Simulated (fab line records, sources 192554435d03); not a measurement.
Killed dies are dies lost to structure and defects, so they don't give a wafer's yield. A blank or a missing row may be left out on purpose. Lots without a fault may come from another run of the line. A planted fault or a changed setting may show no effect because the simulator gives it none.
Which tool did it? | flow n5_finfet | 13 lots, 32 wafers sampled, at 5 steps of a route of 1938

WHAT THE GAUGES READ, wafer by wafer
The record holds no reading of a measuring or inspecting step that can be judged against a usual standard deviation.

WHICH TOOL RAN EACH LOT (tool, then ch and the chambers of the sampled wafers, then the start)
lot  | N5_BEOL_M13_PRE_CLEAN_42     | N5_BEOL_M13_SPUTTER_44       | N5_BEOL_M14_ILD_DEP_00          | N5_BEOL_M14_EXPOSE_07             | N5_PASSIVATION_PROBE_49
L720 | pvd_sputter-01, day 11 19:58 | pvd_sputter-01, day 11 20:07 | pecvd-04 ch 0,1, day 11 21:16   | krf_scanner-01 ch 0, day 11 21:35 | -
L722 | pvd_sputter-03, day 12 11:28 | pvd_sputter-03, day 12 11:35 | pecvd-04 ch 0,1,2, day 12 12:48 | krf_scanner-01 ch 0, day 12 13:11 | -
L723 | pvd_sputter-01, day 12 19:54 | pvd_sputter-01, day 12 20:02 | pecvd-03 ch 1,2, day 12 22:11   | krf_scanner-02 ch 0, day 12 22:31 | -
L726 | pvd_sputter-01, day 13 05:15 | pvd_sputter-01, day 13 05:23 | pecvd-01 ch 1, day 13 06:42     | krf_scanner-01 ch 0, day 13 07:01 | prober-01, day 14 13:23
L736 | pvd_sputter-01, day 16 00:22 | pvd_sputter-01, day 16 00:29 | pecvd-03 ch 1,2, day 16 02:35   | krf_scanner-02 ch 0, day 16 03:02 | -
L737 | pvd_sputter-03, day 16 10:01 | pvd_sputter-03, day 16 10:08 | pecvd-03 ch 0,1,2, day 16 11:17 | krf_scanner-01 ch 0, day 16 11:44 | -
L735 | pvd_sputter-02, day 16 16:59 | pvd_sputter-02, day 16 17:06 | pecvd-03 ch 1,2, day 16 18:45   | krf_scanner-01 ch 0, day 16 19:05 | prober-01, day 18 04:10
L739 | pvd_sputter-01, day 16 23:34 | pvd_sputter-01, day 16 23:42 | pecvd-04 ch 1,2, day 17 00:53   | krf_scanner-01 ch 0, day 17 01:09 | -
L738 | pvd_sputter-01, day 17 04:49 | pvd_sputter-01, day 17 04:56 | pecvd-03 ch 0,1, day 17 06:07   | krf_scanner-02 ch 0, day 17 06:34 | -
L742 | pvd_sputter-02, day 17 15:43 | pvd_sputter-02, day 17 15:50 | pecvd-01 ch 0,1, day 17 16:59   | krf_scanner-02 ch 0, day 17 17:18 | -
L740 | pvd_sputter-01, day 17 15:49 | pvd_sputter-01, day 17 15:56 | pecvd-04 ch 0,1, day 17 17:14   | krf_scanner-01 ch 0, day 17 17:41 | -
L741 | pvd_sputter-03, day 17 16:14 | pvd_sputter-03, day 17 16:21 | pecvd-04 ch 0,2, day 17 18:00   | krf_scanner-01 ch 0, day 17 18:19 | -
L743 | pvd_sputter-03, day 18 11:08 | pvd_sputter-03, day 18 11:16 | pecvd-01 ch 0,1, day 18 12:32   | krf_scanner-02 ch 0, day 18 12:55 | -
- N5_BEOL_M13_PRE_CLEAN_42: time 30 s.
- N5_BEOL_M13_SPUTTER_44: material Ta, target thk 10 nm, time 16.13 s.
- N5_BEOL_M14_ILD_DEP_00: deposits SiO2 from TEOS/O2, target thk 1119.3 nm, time 237.4 s.
- N5_BEOL_M14_EXPOSE_07: exposes mask V13.
- N5_PASSIVATION_PROBE_49

WHAT THE TOOLS THEMSELVES READ (means of the sampled wafers that have a number; where no wafer has one, the mark that the record gives instead)
N5_BEOL_M13_PRE_CLEAN_42. Usual: heater_power_w 334 W, standard deviation 35.
lot  | tool           | heater_power_w (W) | flag
L720 | pvd_sputter-01 | 358                |
L722 | pvd_sputter-03 | 318                |
L723 | pvd_sputter-01 | 374                |
L726 | pvd_sputter-01 | 353                |
L736 | pvd_sputter-01 | 371                |
L737 | pvd_sputter-03 | 329                |
L735 | pvd_sputter-02 | 289                |
L739 | pvd_sputter-01 | 380                |
L738 | pvd_sputter-01 | 379                |
L742 | pvd_sputter-02 | 338                |
L740 | pvd_sputter-01 | 330                |
L741 | pvd_sputter-03 | 328                |
L743 | pvd_sputter-03 | 326                |

N5_BEOL_M13_SPUTTER_44. Usual: substrate_temp_c 50.01 C, standard deviation 0.11; throttle_valve_pct 30.1 %, standard deviation 0.66.
lot  | tool           | substrate_temp_c (C) | throttle_valve_pct (%) | flag
L720 | pvd_sputter-01 | 50.01                | 30.1                   |
L722 | pvd_sputter-03 | 49.93                | 30.1                   |
L723 | pvd_sputter-01 | 49.91                | 30.6                   |
L726 | pvd_sputter-01 | 49.92                | 30.7                   |
L736 | pvd_sputter-01 | 50.03                | 30.6                   |
L737 | pvd_sputter-03 | 50.01                | 29.9                   |
L735 | pvd_sputter-02 | 49.98                | 30.3                   |
L739 | pvd_sputter-01 | 50.02                | 30.5                   |
L738 | pvd_sputter-01 | 50.03                | 30.4                   |
L742 | pvd_sputter-02 | 49.98                | 30.6                   |
L740 | pvd_sputter-01 | 50.10                | 31.0                   |
L741 | pvd_sputter-03 | 50.02                | 29.4                   |
L743 | pvd_sputter-03 | 50.09                | 29.6                   |

N5_BEOL_M14_ILD_DEP_00. Usual: heater_power_outer_w 318 W, standard deviation 86; heater_power_w 569 W, standard deviation 120; showerhead_plenum_p_Torr 8.34 Torr, standard deviation 0.035; throttle_valve_pct 18.8 %, standard deviation 1.1.
lot  | tool     | heater_power_outer_w (W) | heater_power_w (W) | showerhead_plenum_p_Torr (Torr) | throttle_valve_pct (%) | flag
L720 | pecvd-04 | 270                      | 494                | 8.35                            | 20.4                   |
L722 | pecvd-04 | 261                      | 495                | 8.36                            | 19.3                   |
L723 | pecvd-03 | 419                      | 728                | 8.36                            | 17.9                   |
L726 | pecvd-01 | 189                      | 367                | 8.37                            | 20.5                   |
L736 | pecvd-03 | 401                      | 709                | 8.35                            | 17.8                   |
L737 | pecvd-03 | 367                      | 635                | 8.35                            | 18.0                   |
L735 | pecvd-03 | 370                      | 660                | 8.36                            | 17.9                   |
L739 | pecvd-04 | 236                      | 456                | 8.36                            | 19.2                   |
L738 | pecvd-03 | 309                      | 565                | 8.33                            | 17.9                   |
L742 | pecvd-01 | 271                      | 484                | 8.34                            | 19.4                   |
L740 | pecvd-04 | 315                      | 559                | 8.35                            | 20.2                   |
L741 | pecvd-04 | 276                      | 514                | 8.36                            | 19.1                   |
L743 | pecvd-01 | 236                      | 442                | 8.35                            | 19.8                   |

N5_BEOL_M14_EXPOSE_07. Usual: exposure_dose_mJ_cm2 56.97, standard deviation 0.069.
lot  | tool           | exposure_dose_mJ_cm2 | flag
L720 | krf_scanner-01 | 56.96                |
L722 | krf_scanner-01 | 56.98                |
L723 | krf_scanner-02 | 56.94                |
L726 | krf_scanner-01 | 57.26                | OFF
L736 | krf_scanner-02 | 56.80                |
L737 | krf_scanner-01 | 57.03                |
L735 | krf_scanner-01 | 56.99                |
L739 | krf_scanner-01 | 56.98                |
L738 | krf_scanner-02 | 57.00                |
L742 | krf_scanner-02 | 57.02                |
L740 | krf_scanner-01 | 56.97                |
L741 | krf_scanner-01 | 56.92                |
L743 | krf_scanner-02 | 57.06                |

N5_PASSIVATION_PROBE_49. Usual: defect_limited_yield 91.3 %, standard deviation 1.4; killed_at_M0_to_M3 36, standard deviation 10; killed_at_M4_up 13, standard deviation 5.4; killed_at_contacts 12, standard deviation 5.3; killed_at_front_end 39, standard deviation 10; killed_at_other 3.2, standard deviation 2.7; killed_dies 103, standard deviation 16; killed_open 68, standard deviation 13; killed_short 33, standard deviation 6.6; sort_bin_4_leakage 0.01 %, standard deviation 0.031; sort_bin_5_function 5.1 %, standard deviation 0.92; sort_bin_6_memory 3.3 %, standard deviation 0.68; sort_bin_8_speed 0.1 %, standard deviation 0.41; sort_n_pass 1077, standard deviation 17; sort_yield_pct 91.2 %, standard deviation 1.4.
lot  | tool      | defect_limited_yield (%) | killed_at_M0_to_M3 | killed_at_M4_up | killed_at_contacts | killed_at_front_end | killed_at_other | killed_dies | killed_open | killed_short | sort_bin_4_leakage (%) | sort_bin_5_function (%) | sort_bin_6_memory (%) | sort_bin_8_speed (%) | sort_n_pass | sort_yield_pct (%) | flag
L726 | prober-01 | 91.7                     | 41                 | 7               | 10                 | 38                  | 2.0             | 98          | 58          | 38           | 0.00                   | 5.0                     | 3.1                   | 0.0                  | 1082        | 91.7               |
L735 | prober-01 | 89.8                     | 35                 | 15              | 19                 | 47                  | 4.0             | 120         | 86          | 34           | 0.00                   | 5.3                     | 4.7                   | 0.0                  | 1060        | 89.8               |

THE ANSWER, worked out from the rows above alone
Rule: a lot is off if the mean of its wafers that have a number lies more than 3 standard deviations from the usual mean. A lot without any number at a reading at which 4 lots or more have one is off too. The other lots that the step has rows for count as sound. The gauges are gone through in route order, then the tools' own readings, and for those a lot's mean is taken as printed above. The first step at which some lot is off is used, and at that step the reading that is off furthest; a lot without a number counts as furthest.
Off: L726, at N5_BEOL_M14_EXPOSE_07 (exposure_dose_mJ_cm2).
A tool fits if, at that step or a process step before it, it ran every lot that is off, and no sound lot after the first of them. None of those tried fits.

WHAT THE SIMULATOR HAD PUT IN
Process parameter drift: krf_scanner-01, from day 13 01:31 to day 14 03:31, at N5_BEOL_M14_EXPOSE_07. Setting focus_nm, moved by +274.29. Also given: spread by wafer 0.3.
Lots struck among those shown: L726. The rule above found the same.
